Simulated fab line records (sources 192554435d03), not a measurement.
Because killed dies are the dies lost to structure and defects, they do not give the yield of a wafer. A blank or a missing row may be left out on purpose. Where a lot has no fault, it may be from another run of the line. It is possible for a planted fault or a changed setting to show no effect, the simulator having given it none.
The same fault as seen by 3 desks ; flow n5 finfet ; every desk sees just its own numbers, and what lay behind them comes last

## AT THE METROLOGY DESK
Lot by lot, what the gauges showed, no matter which tool ran the lot: averages of those sampled wafers that carry a number. A lot is out of limits, marked OUT, if its mean lies more than 4 standard deviations from the usual mean; the brackets give that distance.
Columns: A = cd nm at N5_BEOL_M10_CD_MEAS_28, usual 70.3 nm; B = V9_OVL at N5_BEOL_M10_OVL_MEAS_29, usual 0.0 nm
lot;first seen here;A;B
L731;day 10 22:18;69.9;-0.1
L737;day 12 17:04;69.2;-0.6
L738;day 13 01:29;70.8;1.1
L746;day 14 15:14;71.7;1.6
L747;day 15 01:52;68.5;-1.2
L753;day 18 06:40;69.1;0.3
Finding of this desk: none of the 6 lots has anything out of limits.

## THE TOOL OWNER'S DESK: rie diel-02
The tool's own readings at N5_BEOL_M10_ETCH_66 (etches SOC in N2/H2, target depth 120 nm, overetch 24 nm, time 180 s): means of the sampled wafers that have a number, for each lot that ran on this tool. A lot is out of limits, marked OUT, if its mean lies more than 4 standard deviations from the usual mean; the brackets give that distance.
Columns: A = drypump motor current A at N5_BEOL_M10_ETCH_66, usual 5.7 A; B = h2 flow sccm at N5_BEOL_M10_ETCH_66, usual 199.9 sccm; C = oes product au at N5_BEOL_M10_ETCH_66, usual 0.65 a.u.; D = rf vpp V at N5_BEOL_M10_ETCH_66, usual 524.5 V; E = showerhead plenum p Torr at N5_BEOL_M10_ETCH_66, usual 2.57 Torr; F = temp c at N5_BEOL_M10_ETCH_66, usual 39.98 C; G = throttle valve pct at N5_BEOL_M10_ETCH_66, usual 17.75 %
lot;first seen here;A;B;C;D;E;F;G
L737;day 12 17:14;5.9;200.3;0.73;526.4;2.62;40.01;17.82
L738;day 13 01:42;5.7;199.6;0.64;522.6;2.49;39.90;17.69
L746;day 14 15:41;5.6;200.3;0.65;525.5;2.60;39.97;17.82
L747;day 15 02:29;5.7;199.6;0.65;522.7;2.51;40.16;17.65
L753;day 18 07:14;5.4;200.4;0.69;521.6;2.46;39.98;17.54
Finding of this desk: none of the 5 lots has anything out of limits.

## THE DEFECT DESK
For each lot, the counts of the inspections along the route, averaged over the sampled wafers that have a number. A lot is out of limits, marked OUT, if its mean lies more than 4 standard deviations from the usual mean; the brackets give that distance.
Columns: A = raw defect count at N5_BEOL_M10_INSPECT_30, usual 408
lot;first seen here;A
L731;day 10 22:21;396
L737;day 12 17:07;341
L738;day 13 01:33;427
L746;day 14 15:17;356
L747;day 15 01:55;400
L753;day 18 06:44;508
Finding of this desk: none of the 6 lots has anything out of limits.

## PUT TOGETHER
Nothing out of limits was seen by the metrology desk.
Nothing out of limits was seen by the tool owner's desk.
No out-of-limits result turned up at the defect desk.

## WHAT THE SIMULATOR PUT IN
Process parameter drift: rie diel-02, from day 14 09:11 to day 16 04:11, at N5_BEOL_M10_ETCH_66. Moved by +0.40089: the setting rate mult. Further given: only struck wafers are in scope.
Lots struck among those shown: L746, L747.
